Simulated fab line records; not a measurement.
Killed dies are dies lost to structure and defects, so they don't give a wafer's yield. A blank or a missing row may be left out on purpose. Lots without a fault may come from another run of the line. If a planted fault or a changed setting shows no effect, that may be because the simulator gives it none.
Split-lot study | flow n5_finfet | on a route of 1938 steps: 7 lots, 21 wafers read

## ON THE SPLIT
At N5_BEOL_M8_PECVD_70 (deposits SiO2 from TEOS/O2, target thk 20 nm, time 22.7 s), the setting temp_c was moved away from the recipe's 400 C on 10 of the 21 wafers read, by -4.2% to +3.3%. All remaining wafers had this setting at the recipe value.

## FROM THE SPLIT TO THE READING: what the file shows between them, 3 steps
- N5_BEOL_M8_HM_DEP_02: deposits TiN, target thk 20 nm
- N5_BEOL_M8_COAT_59: time 60 s, resist thk 100 nm
- N5_BEOL_M8_STRIP_80: strips in N2/H2, time 10 s

## THE READING
SiO2_of_BEOL_M8_PECVD_70.thk_nm (the simulator's own value, which no gauge read), in nm, at N5_BEOL_M8_HM_STRIP_39 (strips TiN in peroxide tin strip, target depth 25 nm, time 158 s). The file gives no usual value for it. The 11 wafers here that ran the recipe average 19.8 nm, standard deviation 0.28 nm.

wafer  | tool, chamber at the split | temp_c as run, C | against the recipe | SiO2_of_BEOL_M8_PECVD_70.thk_nm, nm | against lot-mates on the recipe
L075.2 | pecvd-02, 1                | 383.4            | -4.2%              | 21.8                                | +2.0
L075.4 | pecvd-02, 1                | 383.4            | -4.2%              | 22                                  | +2.2
L075.5 | pecvd-02, 2                | 400              | recipe             | 19.8                                | -
L078.1 | pecvd-02, 1                | 412.1            | +3.0%              | 17.8                                | -1.8
L078.3 | pecvd-02, 2                | 412.1            | +3.0%              | 17.6                                | -2.0
L078.5 | pecvd-02, 1                | 400              | recipe             | 19.6                                | -
L081.2 | pecvd-04, 2                | 400              | recipe             | 20.2                                | -
L081.5 | pecvd-04, 0                | 400              | recipe             | 19.8                                | -
L081.6 | pecvd-04, 2                | 400              | recipe             | 20.4                                | -
L082.1 | pecvd-04, 1                | 400              | recipe             | 19.4                                | -
L082.4 | pecvd-04, 1                | 387.3            | -3.2%              | 21.4                                | +2.0
L082.5 | pecvd-04, 2                | 387.3            | -3.2%              | 22                                  | +2.6
L077.4 | pecvd-01, 1                | 413.4            | +3.3%              | 18.4                                | -1.4
L077.6 | pecvd-01, 2                | 413.4            | +3.3%              | 18.4                                | -1.4
L077.5 | pecvd-01, 0                | 400              | recipe             | 19.8                                | -
L084.2 | pecvd-02, 0                | 400              | recipe             | 19.6                                | -
L084.3 | pecvd-02, 1                | 400              | recipe             | 19.8                                | -
L084.6 | pecvd-02, 0                | 400              | recipe             | 20                                  | -
L086.1 | pecvd-01, 2,1              | 385.8            | -3.5%              | 21.6                                | +2.0
L086.3 | pecvd-01, 2,1              | 385.8            | -3.5%              | 21.6                                | +2.0
L086.2 | pecvd-01, 0                | 400              | recipe             | 19.6                                | -
Rows listing several chambers each stand for several wafers; the file does not say which wafer went through which chamber.

THE FIT
A straight line over all 21 wafers: SiO2_of_BEOL_M8_PECVD_70.thk_nm changes by -0.534 nm for each +1% of temp_c; r = -0.97; the points scatter about the line by 0.32 nm.
The same after taking each lot's own level away (the mean of its wafers on the recipe; 21 wafers): -0.552 nm for each +1%; r = -0.98; scatter 0.29 nm.
That fit puts the effect of the largest move of temp_c on the reading at 2.3 nm.
Measured against the standard deviation above, the lots' own levels, which go from 19.40 to 20.13 nm, span 2.7 times it.
The two slopes are in agreement: the lot-to-lot level therefore moves the slope only a little.
Check: +2.42 nm against its lot-mates is what the line predicts for one of the wafers moved furthest among these (-4.2%) when that wafer is left out of the fit. Against them it came out at +2 nm.

## THE OTHER SPLITS THESE WAFERS WENT THROUGH
Other splits were also applied to these wafers ahead of the reading. Each is held against what the fit with the lots' levels taken away leaves over:
other split on the same wafers | wafers away from the commonest value | r with SiO2_of_BEOL_M8_PECVD_70.thk_nm (lot level and that fit taken away)
N5_BEOL_M5_COAT_71 spin_rpm    | 10                                   | +0.14
N5_BEOL_M5_COAT_05 spin_rpm    | 6                                    | +0.25
N5_BEOL_M5_ETCH_41 source_w    | 12                                   | -0.30
N5_BEOL_M6_COAT_22 spin_rpm    | 6                                    | +0.20

## THE WHOLE CHAIN: every reading that the file lists as answering this split, in the file's order
step                   | what it does                                                     | reading                                                                          | change (the file's fit)               | r (the file's)
N5_BEOL_M8_PECVD_70    | deposits SiO2 from TEOS/O2, target thk 20 nm, time 22.7 s        | SiO2_of_BEOL_M8_PECVD_70.thk_nm (the simulator's own value, which no gauge read) | -0.544 nm for each +1% of the setting | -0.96
N5_BEOL_M8_HM_STRIP_39 | strips TiN in peroxide tin strip, target depth 25 nm, time 158 s | SiO2_of_BEOL_M8_PECVD_70.thk_nm (the simulator's own value, which no gauge read) | -0.557 nm for each +1% of the setting | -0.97

## THE FILE'S OWN FIT
SiO2_of_BEOL_M8_PECVD_70.thk_nm changes by -0.557 nm for each +1% of temp_c, r = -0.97.
